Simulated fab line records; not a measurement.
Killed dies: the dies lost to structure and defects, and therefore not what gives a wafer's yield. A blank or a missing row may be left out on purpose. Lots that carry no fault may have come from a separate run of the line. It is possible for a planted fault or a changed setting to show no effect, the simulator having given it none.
2 desks looking at one fault    flow n5 finfet    every desk sees just its own numbers, and what lay behind them comes last

== AT THE TOOL OWNER'S DESK: rtp anneal-01 ==
At N5_BEOL_M13_ANNEAL_48 (time 90 s), the tool's own readings, given per lot that ran on this tool as the mean of the sampled wafers with a number. Any lot whose mean is over 4 standard deviations away from the usual mean is out of limits and marked OUT; that distance is given in the brackets.
Columns: A = anneal temp c at N5_BEOL_M13_ANNEAL_48, usual 225.03 C; B = anneal temp c max at N5_BEOL_M13_ANNEAL_48, usual 226.4; C = wafer_temp_C_max at N5_BEOL_M13_ANNEAL_48, usual 226.0
lot   first seen here  A       B      C
L258  day 12 17:35     225.07  225.9  226.3
L269  day 14 23:21     225.14  226.0  226.7
L274  day 16 23:25     224.65  225.5  226.4
L278  day 17 14:48     224.94  226.0  226.2
L280  day 18 11:19     224.97  225.9  226.4
L279  day 18 14:55     224.89  225.7  226.4
This desk found nothing out of limits on any of the 6 lots.

== THE DEFECT DESK ==
For each lot, the counts of the inspections along the route, averaged over the sampled wafers that have a number. Any lot whose mean is over 4 standard deviations away from the usual mean is out of limits and marked OUT; that distance is given in the brackets.
Columns: A = raw defect count at N5_BEOL_M13_INSPECT_30, usual 1.8
lot   first seen here  A
L258  day 12 13:27     2.3
L259  day 13 10:07     0.7
L269  day 14 19:53     2.0
L270  day 15 13:46     1.0
L271  day 15 19:52     1.7
L272  day 15 20:02     2.0
L274  day 16 21:31     1.7
L276  day 16 21:33     1.3
L277  day 16 23:38     2.3
L278  day 17 09:14     1.0
L279  day 18 04:00     1.7
L280  day 18 07:08     0.7
This desk found nothing out of limits on any of the 12 lots.

== PUT TOGETHER ==
The desk of the tool owner found nothing out of limits.
The defect desk saw nothing out of limits.

== WHAT THE SIMULATOR HAD INSERTED ==
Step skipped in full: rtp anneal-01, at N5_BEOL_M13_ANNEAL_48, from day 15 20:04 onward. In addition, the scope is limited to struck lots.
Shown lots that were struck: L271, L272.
